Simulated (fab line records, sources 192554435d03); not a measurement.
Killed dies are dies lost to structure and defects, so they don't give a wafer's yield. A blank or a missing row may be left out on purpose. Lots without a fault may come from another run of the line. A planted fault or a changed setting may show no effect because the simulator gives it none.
Which tool did it? | flow n5_finfet | 9 lots, 27 wafers sampled, at 6 steps of a route of 1938

WHAT THE GAUGES READ, wafer by wafer
N5_BEOL_M1_RS_MEAS_58: measures by four-point-probe. Usual: M1_RS 0.67 ohm/sq, standard deviation 0.032.
lot  | measured     | on            | M1_RS (ohm/sq) | flag
L198 | day 6 14:53  | film_metro-02 | 0.69 0.67 0.64 |
L199 | day 6 22:33  | film_metro-01 | 0.71 0.68 0.69 |
L211 | day 10 04:23 | film_metro-01 | 0.66 0.69 0.65 |
L212 | day 10 05:40 | film_metro-01 | 0.62 0.59 0.65 |
L213 | day 10 13:14 | film_metro-01 | 0.72 0.66 0.66 |
L214 | day 10 19:19 | film_metro-01 | 0.67 0.68 0.69 |
L216 | day 11 01:02 | film_metro-02 | 0.72 0.65 0.65 |
L219 | day 11 15:22 | film_metro-01 | 0.70 0.67 0.65 |
L221 | day 12 08:02 | film_metro-02 | 0.68 0.65 0.62 |

N5_BEOL_M2_INSPECT_13: inspects for defects (brightfield). Usual: raw_defect_count 400, standard deviation 81.
lot  | measured     | on                | raw_defect_count | flag
L198 | day 6 17:46  | defect_inspect-02 | 241 351 467      |
L199 | day 6 23:59  | defect_inspect-01 | 468 1780 1847    | OFF
L211 | day 10 05:14 | defect_inspect-01 | 309 385 321      |
L212 | day 10 08:13 | defect_inspect-01 | 315 439 327      |
L213 | day 10 14:05 | defect_inspect-02 | 393 582 307      |
L214 | day 10 21:13 | defect_inspect-01 | 383 388 326      |
L216 | day 11 03:05 | defect_inspect-02 | 327 330 346      |
L219 | day 11 16:18 | defect_inspect-02 | 408 436 342      |
L221 | day 12 11:16 | defect_inspect-01 | 457 460 401      |

N5_BEOL_M4_RC_MEAS_101. Usual: DIBL_N 35.8 mV/V, standard deviation 1.8; DIBL_P 35.9 mV/V, standard deviation 2.2; IOFF_N 0.16 nA/um, standard deviation 0.035; IOFF_P 0.21 nA/um, standard deviation 0.04; ION_N 672 uA/um, standard deviation 11; ION_P 461 uA/um, standard deviation 7.4; SS_N 71.4 mV/dec, standard deviation 0.64; SS_P 73.2 mV/dec, standard deviation 0.67; VT_N 250 mV, standard deviation 3.5; VT_P -251 mV, standard deviation 3.4.
lot  | measured     | on        | DIBL_N (mV/V)  | DIBL_P (mV/V)  | IOFF_N (nA/um) | IOFF_P (nA/um) | ION_N (uA/um) | ION_P (uA/um) | SS_N (mV/dec)  | SS_P (mV/dec)  | VT_N (mV)   | VT_P (mV)      | flag
L198 | day 7 19:40  | prober-02 | 35.0 35.8 35.0 | 34.4 36.3 35.2 | 0.15 0.17 0.15 | 0.16 0.19 0.17 | 664 691 671   | 450 467 459   | 71.5 72.1 72.0 | 73.0 73.8 72.7 | 250 248 248 | -254 -252 -252 |
L199 | day 8 15:25  | prober-01 | 34.9 32.9 34.9 | 36.2 34.3 36.9 | 0.17 0.14 0.17 | 0.23 0.20 0.25 | 675 669 677   | 468 463 476   | 71.4 71.4 71.0 | 74.0 72.7 72.8 | 247 250 245 | -246 -250 -246 |
L211 | day 11 16:23 | prober-02 | 35.2 37.3 37.5 | 34.5 37.3 38.5 | 0.14 0.16 0.18 | 0.18 0.22 0.25 | 667 684 682   | 459 467 465   | 70.5 71.4 71.2 | 72.1 72.6 73.1 | 252 250 246 | -250 -250 -249 |
L212 | day 11 19:51 | prober-02 | 34.3 37.1 35.0 | 34.6 38.2 35.8 | 0.13 0.19 0.15 | 0.21 0.28 0.23 | 658 664 669   | 462 464 470   | 71.3 71.2 70.5 | 73.0 73.7 72.3 | 253 247 249 | -249 -246 -246 |
L213 | day 12 13:22 | prober-02 | 37.4 39.5 34.0 | 36.8 40.4 33.2 | 0.21 0.25 0.13 | 0.27 0.34 0.20 | 697 702 667   | 478 486 462   | 71.8 72.1 70.4 | 73.6 73.8 72.5 | 245 242 252 | -244 -243 -247 |
L214 | day 12 01:48 | prober-02 | 31.7 34.5 33.8 | 31.2 35.6 34.5 | 0.09 0.13 0.12 | 0.13 0.19 0.18 | 654 667 667   | 456 461 469   | 70.2 70.7 70.6 | 71.9 73.1 72.2 | 258 251 251 | -256 -251 -251 |
L216 | day 12 16:39 | prober-01 | 37.3 37.0 32.9 | 36.3 35.8 31.6 | 0.18 0.16 0.11 | 0.21 0.20 0.15 | 672 682 661   | 458 464 456   | 72.0 70.6 70.9 | 73.2 73.4 72.5 | 248 249 252 | -251 -251 -256 |
L219 | day 12 23:56 | prober-01 | 37.1 36.5 33.7 | 37.8 36.8 32.5 | 0.17 0.15 0.11 | 0.21 0.20 0.15 | 679 674 660   | 458 468 454   | 72.1 71.4 70.9 | 74.1 73.9 72.8 | 246 251 255 | -251 -255 -255 |
L221 | day 13 23:44 | prober-02 | 34.4 35.2 32.4 | 33.0 34.1 30.8 | 0.11 0.12 0.09 | 0.17 0.18 0.14 | 659 658 653   | 459 459 453   | 70.6 71.7 70.3 | 72.5 72.9 71.6 | 255 255 257 | -251 -253 -255 |

WHICH TOOL RAN EACH LOT (tool, then ch and the chambers of the sampled wafers, then the start)
lot  | N5_BEOL_M2_PECVD_72             | N5_BEOL_M2_HM_DEP_02         | N5_BEOL_M2_STRIP_66
L198 | pecvd-04 ch 0,1,2, day 6 15:04  | pvd_sputter-01, day 6 17:09  | rie_diel-05 ch 1,2,3, day 6 18:01
L199 | pecvd-04 ch 1,2, day 6 22:44    | pvd_sputter-02, day 6 23:22  | rie_diel-04 ch 1,2, day 7 00:13
L211 | pecvd-01 ch 1,2, day 10 04:34   | pvd_sputter-02, day 10 04:37 | rie_diel-05 ch 0,1,3, day 10 05:32
L212 | pecvd-01 ch 0,1,2, day 10 05:52 | pvd_sputter-02, day 10 07:35 | rie_diel-02 ch 0,1, day 10 08:27
L213 | pecvd-01 ch 0,2, day 10 13:24   | pvd_sputter-03, day 10 13:28 | rie_diel-04 ch 2,3, day 10 14:20
L214 | pecvd-02 ch 1,2, day 10 19:29   | pvd_sputter-02, day 10 20:44 | rie_diel-02 ch 1,3, day 10 21:29
L216 | pecvd-02 ch 0,1,2, day 11 01:13 | pvd_sputter-02, day 11 02:36 | rie_diel-05 ch 0,2,3, day 11 03:26
L219 | pecvd-04 ch 0,1, day 11 15:32   | pvd_sputter-01, day 11 15:41 | rie_diel-05 ch 0,1,3, day 11 16:32
L221 | pecvd-02 ch 0,1, day 12 08:13   | pvd_sputter-01, day 12 10:39 | rie_diel-02 ch 0,1, day 12 11:31
- N5_BEOL_M2_PECVD_72: deposits SiO2 from TEOS/O2, target thk 16 nm, time 18 s.
- N5_BEOL_M2_HM_DEP_02: deposits TiN, target thk 20 nm.
- N5_BEOL_M2_STRIP_66: strips in CF4.

WHAT THE TOOLS THEMSELVES READ (means of the sampled wafers that have a number; where no wafer has one, the mark that the record gives instead)
N5_BEOL_M2_PECVD_72. Usual: chamber_pressure_Torr 5.500 Torr, standard deviation 0.011; heater_power_w 741 W, standard deviation 140; showerhead_plenum_p_Torr 8.79 Torr, standard deviation 0.048; throttle_valve_pct 22.3 %, standard deviation 0.73.
lot  | tool     | chamber_pressure_Torr (Torr) | heater_power_w (W) | showerhead_plenum_p_Torr (Torr) | throttle_valve_pct (%) | flag
L198 | pecvd-04 | 5.507                        | 709                | 8.79                            | 22.1                   |
L199 | pecvd-04 | 5.498                        | 742                | 8.76                            | 22.0                   |
L211 | pecvd-01 | 5.509                        | 647                | 8.75                            | 22.3                   |
L212 | pecvd-01 | 5.502                        | 675                | 8.78                            | 22.4                   |
L213 | pecvd-01 | 5.496                        | 622                | 8.82                            | 21.9                   |
L214 | pecvd-02 | 5.501                        | 765                | 8.84                            | 22.5                   |
L216 | pecvd-02 | 5.494                        | 852                | 8.81                            | 22.4                   |
L219 | pecvd-04 | 5.498                        | 618                | 8.81                            | 21.9                   |
L221 | pecvd-02 | 5.493                        | 968                | 8.78                            | 22.6                   |

N5_BEOL_M2_HM_DEP_02. Usual: throttle_valve_pct 29.6 %, standard deviation 1.1.
lot  | tool           | throttle_valve_pct (%) | flag
L198 | pvd_sputter-01 | 28.6                   |
L199 | pvd_sputter-02 | 30.5                   |
L211 | pvd_sputter-02 | 30.2                   |
L212 | pvd_sputter-02 | 30.4                   |
L213 | pvd_sputter-03 | 30.1                   |
L214 | pvd_sputter-02 | 30.9                   |
L216 | pvd_sputter-02 | 30.1                   |
L219 | pvd_sputter-01 | 28.8                   |
L221 | pvd_sputter-01 | 28.6                   |

N5_BEOL_M2_STRIP_66. Usual: drypump_motor_current_A 5.6 A, standard deviation 0.35; oes_product_au 0.78 a.u., standard deviation 0.086; rf_vpp_V 271.5 V, standard deviation 1.5; showerhead_plenum_p_Torr 1.81 Torr, standard deviation 0.053; throttle_valve_pct 13.48 %, standard deviation 0.19.
lot  | tool        | drypump_motor_current_A (A) | oes_product_au (a.u.) | rf_vpp_V (V) | showerhead_plenum_p_Torr (Torr) | throttle_valve_pct (%) | flag
L198 | rie_diel-05 | 5.6                         | 0.70                  | 272.1        | 1.81                            | 13.59                  |
L199 | rie_diel-04 | 5.6                         | 0.72                  | 272.8        | 1.83                            | 13.65                  |
L211 | rie_diel-05 | 5.6                         | 0.82                  | 272.0        | 1.82                            | 13.53                  |
L212 | rie_diel-02 | 5.4                         | 0.84                  | 271.9        | 1.82                            | 13.48                  |
L213 | rie_diel-04 | 5.2                         | 0.82                  | 272.9        | 1.87                            | 13.40                  |
L214 | rie_diel-02 | 5.4                         | 0.86                  | 270.9        | 1.81                            | 13.55                  |
L216 | rie_diel-05 | 5.7                         | 0.73                  | 272.0        | 1.84                            | 13.53                  |
L219 | rie_diel-05 | 5.6                         | 0.80                  | 272.1        | 1.82                            | 13.55                  |
L221 | rie_diel-02 | 5.4                         | 0.82                  | 271.3        | 1.82                            | 13.52                  |

THE ANSWER, worked out from the rows above alone
Rule: a lot is off if the mean of its wafers that have a number lies more than 3 standard deviations from the usual mean. A lot without any number at a reading at which 4 lots or more have one is off too. The other lots that the step has rows for count as sound. The gauges are gone through in route order, then the tools' own readings, and for those a lot's mean is taken as printed above. The first step at which some lot is off is used, and at that step the reading that is off furthest; a lot without a number counts as furthest.
Off: L199, at N5_BEOL_M2_INSPECT_13 (raw_defect_count).
A tool fits if, at a process step before that reading, it ran every lot that is off, and no sound lot after the first of them. The gauges at N5_BEOL_M2_INSPECT_13 are tried like those tools. None of those tried fits.

WHAT THE SIMULATOR HAD PUT IN
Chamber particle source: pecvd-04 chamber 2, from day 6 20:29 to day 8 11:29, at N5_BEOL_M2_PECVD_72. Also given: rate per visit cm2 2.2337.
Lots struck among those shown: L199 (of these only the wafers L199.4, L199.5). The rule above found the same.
